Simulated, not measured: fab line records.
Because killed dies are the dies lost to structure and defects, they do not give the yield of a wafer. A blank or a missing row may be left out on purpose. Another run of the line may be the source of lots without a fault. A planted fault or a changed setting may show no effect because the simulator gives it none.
fab line records ; flow n5_finfet
[record] lots = 3; wafers = 9; last_day = 17
route steps=1938 shown BEOL_M2@848 BEOL_M4@1111 PASSIVATION@1936
lots that met no fault: from a run of the same line without faults
start_h: start of the lot's first displayed wafer, in hours after the record's first day ; wait_h: time in hours since the lot's previous step ; " the same as in the row above ; L1.1+2: a row that stands for several wafers ; - no value, or no start was given ; * or withheld: withheld ; < > ~ a bound
route shown NAME@n: NAME is a module with steps in the file, n the number in the route of the first one ; usual: average and standard deviation across the fault-free wafers ; same: alike in all rows ; chamber/n: place in a boat ; sites: each site's reading ; _std_site: the standard deviation of these ; _edge_site: the outer-site mean with the inner-site mean subtracted ; radius_mm: how far each site lies from the wafer's centre ; mask NAME#n: copy n ; behind: the last tool/chamber to shape the wafer ; hold: what put the lot on hold/how long, in hours/how the hold closed ; device: transistor that didn't switch, given as n, p or np ; end of line: tests of these same wafers at the route's end ; step lacking rows: just its recipe ; killed: dies lost to structure and defects at the first sort, not the wafer's yield ; map: a wafer's dies, marking killed ones x, the rest . and places with no die _
set.NAME: the setting the step ran with; set.NAME@STEP: the setting that earlier step ran with ; model.NAME: the simulator's own value behind a step, which no gauge read
a table for each step, a row for each wafer; lots at some steps of the route
services: a tool's chamber out of use, with start hour (start_h, from the record's first day; less than 0 if before it), hours out, and reason
[[steps]]
[step N5_BEOL_M2_COAT_05]
[recipe] resist = CAR-EUV; spin_rpm = 1500; resist_thk_nm = 30
[step N5_BEOL_M2_EBR_07]
[recipe] solvent = PGMEA; ebr_width_mm = 1.5
[step N5_BEOL_M2_SOFTBAKE_06]
[recipe] temp_c = 110; time_s = 60; resist = CAR-EUV
[step N5_BEOL_M2_EXPOSE_08]
[recipe] mask_id = M2; na = 0.33; source_shape = dipole; sigma_inner = 0.369; sigma_outer = 0.767; polarization = unpolarized; dose_mj = 41.25
[step N5_BEOL_M2_PEB_09]
[recipe] peb_temp_c = 100; peb_time_s = 60; resist = CAR-EUV
[step N5_BEOL_M2_DEVELOP_10]
[recipe] develop_time_s = 30; developer = TMAH; resist = CAR-EUV; rinse_liquid = surfactant_rinse; dry = air_spin; dev_temp_c = 23
[step N5_BEOL_M2_DESCUM_16]
[recipe] chemistry = O2; time_s = 7; source_power_w = 50; bias_power_w = 20; pressure_mtorr = 20; rf_frequency_hz = 2.712e+07; temp_c = 40; resist = CAR-EUV; o2_flow_sccm = 225
[step N5_BEOL_M2_ETCH_74]
[recipe] chemistry = N2/H2; target = underlayer; target_depth_a = 65; mask_material = CAR-EUV; time_s = 5.2; ion_energy_ev = 200; pressure_mtorr = 30; source_w = 840; bias_w = 150; n2_flow_sccm = 200; h2_flow_sccm = 200; ends = cleared
[step N5_BEOL_M2_ETCH_63]
[recipe] chemistry = CF4; target = SiARC; target_depth_a = 156; mask_material = CAR-EUV; time_s = 26; ion_energy_ev = 80; pressure_mtorr = 40; source_w = 545; bias_w = 36; Ar_flow_sccm = 100; cf4_flow_sccm = 100; ends = cleared
[step N5_BEOL_M2_ETCH_64]
[recipe] chemistry = N2/H2; target = SOC; target_depth_a = 750; overetch_a = 225; mask_material = SiARC; temp_c = 40; time_s = 121.9; ion_energy_ev = 200; pressure_mtorr = 30; source_w = 840; bias_w = 150; n2_flow_sccm = 200; h2_flow_sccm = 200
[usual] drypump_motor_current_A = 5.7/0.53; oes_product_au = 0.59/0.059; rf_fwd_power_W = 836.1/2.5; rf_vpp_V = 523.1/2.7; showerhead_plenum_p_Torr = 2.51/0.093; throttle_valve_pct = 17.88/0.23
lot.wafer;tool;chamber;start_h;wait_h;drypump_motor_current_A;oes_product_au;rf_fwd_power_W;rf_hours_counter_h;rf_vpp_V;showerhead_plenum_p_Torr;throttle_valve_pct
L483.3;rie_diel-05;2;126.83;0.0;6.5;0.61;835.6;110;526.7;2.57;17.72
L483.5;rie_diel-05;0;126.83;0.0;5.7;0.58;837.0;-;523.2;2.54;18.19
L483.6;rie_diel-05;3;126.83;0.0;5.4;0.59;837.2;-;524.8;2.52;17.62
L499.2;rie_diel-05;1;229.95;0.0;6.1;0.54;836.1;217;519.5;2.40;18.09
L499.3;rie_diel-05;2;229.95;0.0;6.5;0.59;831.7;146;523.5;2.55;17.79
L499.5;rie_diel-05;3;229.95;0.0;5.4;0.56;834.5;-;524.4;2.51;17.69
L504.2;rie_diel-06;0;266.34;0.0;6.5;0.72;835.8;16;523.5;2.51;17.79
L504.5;rie_diel-06;1;266.34;0.0;5.6;0.54;836.3;-;517.5;2.30;17.95
L504.6;rie_diel-06;0;266.34;0.0;6.5;0.72;836.2;-;521.4;2.50;17.77
[step N5_BEOL_M2_STRIP_65]
[recipe] chemistry = N2/H2; temp_c = 40; n2_flow_sccm = 200; h2_flow_sccm = 200; rf_frequency_hz = 6e+07
[step N5_BEOL_M2_STRIP_75]
[recipe] chemistry = N2/H2; temp_c = 40; n2_flow_sccm = 200; h2_flow_sccm = 200; rf_frequency_hz = 6e+07
[step N5_BEOL_M2_STRIP_66]
[recipe] chemistry = CF4; resist = SiARC; power_w = 300; bias_power_w = 75; pressure_mtorr = 50; cf4_flow_sccm = 150; rf_frequency_hz = 6e+07
[step N5_BEOL_M2_HM_OPEN_17]
[recipe] chemistry = Cl2/BCl3; target_depth_a = 200; overetch_a = 60; target = TiN; mask_material = SOC; ion_energy_ev = 150; pressure_mtorr = 10; icp_w = 1000; bias_w = 126; Cl2_flow_sccm = 53.25; bcl3_flow_sccm = 21.75; Ar_flow_sccm = 25
[step N5_BEOL_M2_STRIP_19]
[recipe] chemistry = O2; power_w = 400; temp_c = 40; pressure_mtorr = 30; rf_frequency_hz = 6e+07; bias_power_w = 0; overash_fraction = 0.2; o2_flow_sccm = 225
[step N5_BEOL_M2_COAT_67]
[recipe] resist = SOC; temp_c = 250; time_s = 60; spin_rpm = 1500; resist_thk_nm = 60
[step N5_BEOL_M2_COAT_68]
[recipe] resist = SiARC; temp_c = 220; time_s = 60; spin_rpm = 1500; resist_thk_nm = 12
[step N5_BEOL_M2_COAT_76]
[recipe] resist = underlayer; temp_c = 205; time_s = 60; spin_rpm = 1500; resist_thk_nm = 5
[step N5_BEOL_M2_COAT_22]
[recipe] resist = CAR-EUV; spin_rpm = 1500; resist_thk_nm = 30
[step N5_BEOL_M2_EBR_24]
[recipe] solvent = PGMEA; ebr_width_mm = 1.5
[step N5_BEOL_M2_SOFTBAKE_23]
[recipe] temp_c = 110; time_s = 60; resist = CAR-EUV
[step N5_BEOL_M2_EXPOSE_25]
[recipe] mask_id = V1; na = 0.33; source_shape = quasar; sigma_inner = 0.2; sigma_outer = 0.8; polarization = unpolarized; defocus_nm = 5; dose_mj = 63
[step N5_BEOL_M2_PEB_26]
[recipe] peb_temp_c = 100; peb_time_s = 60; resist = CAR-EUV
[step N5_BEOL_M2_DEVELOP_27]
[recipe] develop_time_s = 30; developer = TMAH; resist = CAR-EUV; rinse_liquid = surfactant_rinse; dry = air_spin; dev_temp_c = 23
[step N5_BEOL_M2_INSPECT_30]
[recipe] mode = adi; inspect_instrument = brightfield
[usual] raw_defect_count = 394/91
lot.wafer;tool;chamber;start_h;wait_h;raw_defect_count
L483.3;defect_inspect-02;-;127.60;0.0;338
L483.5;defect_inspect-02;-;127.60;0.0;400
L483.6;defect_inspect-02;-;127.60;0.0;375
L499.2;defect_inspect-01;-;230.82;0.0;391
L499.3;defect_inspect-01;-;230.82;0.0;394
L499.5;defect_inspect-01;-;230.82;0.0;749
L504.2;defect_inspect-01;-;267.11;0.0;409
L504.5;defect_inspect-01;-;267.11;0.0;296
L504.6;defect_inspect-01;-;267.11;0.0;381
[step N5_BEOL_M2_DESCUM_33]
[recipe] chemistry = O2; time_s = 7; source_power_w = 50; bias_power_w = 20; pressure_mtorr = 20; rf_frequency_hz = 2.712e+07; temp_c = 40; resist = CAR-EUV; o2_flow_sccm = 225
[step N5_BEOL_M4_RC_MEAS_101]
[usual] DIBL_N = 35.9/1.9; DIBL_P = 35.8/2.4; IOFF_N = 0.15/0.031; IOFF_P = 0.21/0.037; ION_N = 672/13; ION_P = 462/8.3; SS_N = 71.5/0.72; SS_P = 73.2/0.67; VT_N = 250/3.4; VT_P = -250/3.4
lot.wafer;tool;chamber;start_h;wait_h;DIBL_N[mV/V];DIBL_P[mV/V];IOFF_N[nA/um];IOFF_P[nA/um];ION_N[uA/um];ION_P[uA/um];SS_N[mV/dec];SS_P[mV/dec];VT_N[mV];VT_P[mV]
L483.3;prober-02;0;167.26;0.3;36.2;35.7;0.14;0.19;676;466;70.9;72.5;249;-250
L483.5;prober-02;0;167.26;0.3;37.8;36.8;0.14;0.21;658;457;71.5;73.6;252;-251
L483.6;prober-02;0;167.26;0.3;38.5;38.9;0.17;0.23;683;467;71.6;74.1;249;-250
L499.2;prober-01;0;264.47;0.2;34.8;33.7;0.13;0.17;664;455;71.0;73.2;253;-254
L499.3;prober-01;0;264.47;0.2;35.0;35.1;0.13;0.19;668;458;70.9;73.4;250;-251
L499.5;prober-01;0;264.47;0.2;35.1;35.4;0.15;0.19;676;463;70.8;73.2;250;-251
L504.2;prober-02;0;310.43;0.2;36.9;39.3;0.16;0.22;676;461;71.9;73.3;252;-251
L504.5;prober-02;0;310.43;0.2;37.1;39.7;0.17;0.23;689;464;71.8;73.2;246;-249
L504.6;prober-02;0;310.43;0.2;35.9;38.9;0.14;0.22;675;464;72.0;73.0;252;-250
[step N5_PASSIVATION_PROBE_49]
[usual] defect_limited_yield = 91.6/1.2; killed_at_M0_to_M3 = 33/9.4; killed_at_M4_up = 13/5.2; killed_at_contacts = 13/5.6; killed_at_front_end = 37/9.5; killed_at_other = 4/3.1; killed_dies = 99/15; killed_open = 65/11; killed_short = 32/7.5; sort_bin_5_function = 4.9/0.77; sort_bin_6_memory = 3.1/0.65; sort_n_pass = 1081/15; sort_yield_pct = 91.6/1.2
[same] gross_dies = 1180; killed_at_back_side = 0; sort_bin_4_leakage[%] = 0; sort_bin_8_speed[%] = 0
lot.wafer;tool;chamber;start_h;wait_h;defect_limited_yield[%];killed_at_M0_to_M3;killed_at_M4_up;killed_at_contacts;killed_at_front_end;killed_at_other;killed_dies;killed_open;killed_short;sort_bin_5_function[%];sort_bin_6_memory[%];sort_n_pass;sort_yield_pct[%]
L499.5;prober-01;-;374.98;0.2;83.4;136;16;14;27;3;196;65;30;10.0;5.1;984;83.4
// killed by level:class
L499.5 BEOL_M2:unspecified=100 MOL_CONTACT_COAG:geometric_particle:open=13 BEOL_M4:geometric_particle:open=11 BEOL_M0_SAQP:geometric_particle:short=8 BEOL_M0_SAQP:geometric_particle:open=8 DUMMY_GATE:geometric_particle:open=7 BEOL_M1:geometric_particle:open=6 STI_FIN_REVEAL:geometric_particle:open=5
// map L499.5 (x killed, . not)
_________________............________________
______________.................._____________
___________........................__________
__________.........................._________
________...............x..x.....x....._______
_______.........x...........x......x..x______
______x....x.............x......x......._____
_____...........x.x......................____
____............................x...x.....___
___......x....x.................x.x........__
___.....x....................xxx.xxx..x....__
__......................x.....xxxxx.x.x..x.._
__...........x..............xxxxxxxxxx.xx..._
_..........x....x........xx.xxxxxxxxxxx..x...
_..xx.x..............x...x.xxxxxxxxxxx...x...
_..x....x....x.......x.....xxxxxxxxxxxx..x...
_......x.......x....x.......xxxxxxxxxx.x.....
_.....x.....x.......xx....xxxxxxxxxxxx..x....
_......x........x......x..x.xxxxxxx.xx......x
_........x.x...........x.....xxxx..x.x.......
_x..........x........x..................x....
__.......x....x............x..x...x.x.....x._
__......................x.........x.x......._
___.......................x................__
___....x............x......................__
____..x......................x..........x.___
_____....................................____
______..............x.x..x.............x_____
_______.........x......................______
________....x...........x.x.x.....x..._______
__________.....x.......x......x....._________
___________x.x..............x.....x__________
______________x....xx......x...._____________
_________________x.......x...________________
// map L483.6 (x killed, . not)
_________________......x.....________________
______________.....x..........x._____________
___________........x...............__________
__________..........x..............._________
________x.....x......xxx...........xx._______
_______.................x.x..x.........______
______......x.......x.........x......x.._____
_____...xx.....x.........x.x..x..........____
____......x..xx............x....x.........___
___..........xx.....x...............x......__
___..................x........x............__
__....x.....xx.......x......x..............._
__......x.................xx................_
_.x.........x.........x......x...............
_..................xx..x.....x...xx..........
_........................x.....x..........x..
_.........x.x...........x.............x.....x
_x...............x..x...................x....
_............x.....xx.....x...x..............
_...x...x......x..........x..x....x..........
_......................................x.....
__.........x.....x...x...............x......_
__........x...............................x._
___........................................__
___x.....x.....x...xx.x.x..................__
____....x...x.........x....x..............___
_____...xx.....................x.........____
______........x.......................xx_____
_______........................x.....x.______
________x....x....x.....x........x...._______
__________.......x......x.........x._________
___________.......................x__________
______________.x.x....x........._____________
_________________..x.x.xx....________________
[[services]]
tool;chamber;start_h;hours;kind
rie_diel-06;3;112.52;-;clean
rie_diel-06;3;112.52;-;consumable_replace:focus_ring
rie_diel-06;3;112.52;19.5;scheduled_down
rie_diel-06;3;112.52;19.5;vent_cycle
rie_diel-05;-;130.49;0.3;repair
rie_diel-06;0;204.57;-;clean
rie_diel-06;0;204.57;-;consumable_replace:focus_ring
rie_diel-06;0;204.57;14.5;scheduled_down
rie_diel-06;0;204.57;14.5;vent_cycle
rie_diel-05;-;219.24;0.6;repair
rie_diel-06;-;226.50;4.3;pm
rie_diel-06;2;244.62;10.0;repair
rie_diel-05;1;249.20;16.5;repair
[[key]]
[first_sign] step = N5_BEOL_M2_INSPECT_30; reading = raw_defect_count; direction = up; sigmas = 3.9; usual = 394; struck = 749
[effect] step = N5_PASSIVATION_PROBE_49; reading = killed_at_M0_to_M3; direction = up; sigmas = 11; usual = 33; struck = 136
[more_kills_born_at] N5_BEOL_M2_ETCH_64@rie_diel-05 = 100
met_at N5_BEOL_M2_ETCH_64
struck_wafers L499.5
onset_between 126.83 229.95
[fault] kind = chamber_particle_source; tool = rie_diel-05; chamber = 3; onset_h = 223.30; steps = N5_BEOL_M2_ETCH_64; rate_per_visit_cm2 = 0.51226; end_h = 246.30
